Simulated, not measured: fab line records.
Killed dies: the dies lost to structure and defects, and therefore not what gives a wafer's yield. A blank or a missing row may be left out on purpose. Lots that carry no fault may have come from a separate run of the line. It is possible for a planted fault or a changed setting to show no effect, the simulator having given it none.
Split-lot study	flow n5_finfet	on a route of 1938 steps: 7 lots, 21 wafers read

== SPLIT DETAILS ==
At N5_BEOL_M14_SPUTTER_43 (material TaN, target thk 15 nm, time 24.19 s), the setting power_w was moved away from the recipe's 15000 W on 7 of the 21 wafers read, by -16.9% to +12.1%. This setting was run at the recipe's value on the other wafers.

The reading comes from the split's own step.

== THE READING ==
TaN_of_BEOL_M14_SPUTTER_43.thk_nm (the simulator's own value, which no gauge read), in nm, at N5_BEOL_M14_SPUTTER_43 (material TaN, target thk 15 nm, time 24.19 s). No usual value for it is given in the file. Here, 14 wafers ran the recipe; their average is 15.0 nm with a standard deviation of 0.15 nm.

wafer	tool, chamber at the split	power_w as run, W	against the recipe	TaN_of_BEOL_M14_SPUTTER_43.thk_nm, nm	against lot-mates on the recipe
L074.3	pvd_sputter-03, -	12470	-16.9%	12.6	-2.6
L074.4	pvd_sputter-03, -	15000	recipe	15.2	-
L074.6	pvd_sputter-03, -	15000	recipe	15.2	-
L075.2	pvd_sputter-03, -	13690	-8.7%	13.8	-1.4
L075.5	pvd_sputter-03, -	13690	-8.7%	13.8	-1.4
L075.3	pvd_sputter-03, -	15000	recipe	15.2	-
L083.2	pvd_sputter-01, -	15000	recipe	14.8	-
L083.4	pvd_sputter-01, -	15000	recipe	14.8	-
L083.3	pvd_sputter-01, -	16810	+12.1%	16.6	+1.8
L088.2	pvd_sputter-01, -	15000	recipe	15	-
L088.5	pvd_sputter-01, -	15000	recipe	15	-
L088.3	pvd_sputter-01, -	15000	recipe	14.8	-
L091.3	pvd_sputter-03, -	15000	recipe	15	-
L091.4	pvd_sputter-03, -	12650	-15.7%	12.6	-2.4
L091.5	pvd_sputter-03, -	12650	-15.7%	12.8	-2.2
L096.1	pvd_sputter-03, -	15000	recipe	15	-
L096.2	pvd_sputter-03, -	15000	recipe	14.8	-
L096.3	pvd_sputter-03, -	13330	-11.1%	13.2	-1.7
L097.2	pvd_sputter-03, -	15000	recipe	14.8	-
L097.3	pvd_sputter-03, -	15000	recipe	14.8	-
L097.4	pvd_sputter-03, -	15000	recipe	15	-

THE FIT
A straight line over all 21 wafers: TaN_of_BEOL_M14_SPUTTER_43.thk_nm changes by +0.142 nm for each +1% of power_w; r = +0.99; the points scatter about the line by 0.15 nm.
The same after taking each lot's own level away (the mean of its wafers on the recipe; 21 wafers): +0.151 nm for each +1%; r = +1.00; scatter 0.079 nm.
That fit puts the effect of the largest move of power_w on the reading at 2.5 nm.
The span of the lots' own levels, 14.80 to 15.20 nm, comes to 2.6 times the standard deviation stated above.
Hence the lot-to-lot level has little effect on the slope; both slopes agree.
Check: with one of the wafers moved furthest among these (-16.9%) left out of the fit, the line predicts -2.53 nm for it against its lot-mates. Against them it came out at -2.6 nm.

== ADDITIONAL SPLITS CARRIED BY THESE WAFERS ==
Other splits were also applied to these wafers ahead of the reading. Each is held against what the fit with the lots' levels taken away leaves over:
other split on the same wafers	wafers away from the commonest value	r with TaN_of_BEOL_M14_SPUTTER_43.thk_nm (lot level and that fit taken away)
N5_BEOL_M9_TRENCH_ETCH_37 bias_w	8	+0.17
N5_BEOL_M10_ETCH_41 source_w	7	-0.02
N5_BEOL_M11_COAT_63 spin_rpm	3	+0.11
N5_BEOL_M11_COAT_22 spin_rpm	9	-0.06
N5_BEOL_M13_COAT_04 spin_rpm	8	+0.04
N5_BEOL_M13_ETCH_59 bias_w	5	-0.02
N5_BEOL_M13_SPUTTER_43 time_s	10	-0.06
N5_BEOL_M14_ETCH_68 time_s	6	-0.04

== THE FILE'S OWN FIT ==
TaN_of_BEOL_M14_SPUTTER_43.thk_nm changes by +0.152 nm for each +1% of power_w, r = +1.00.
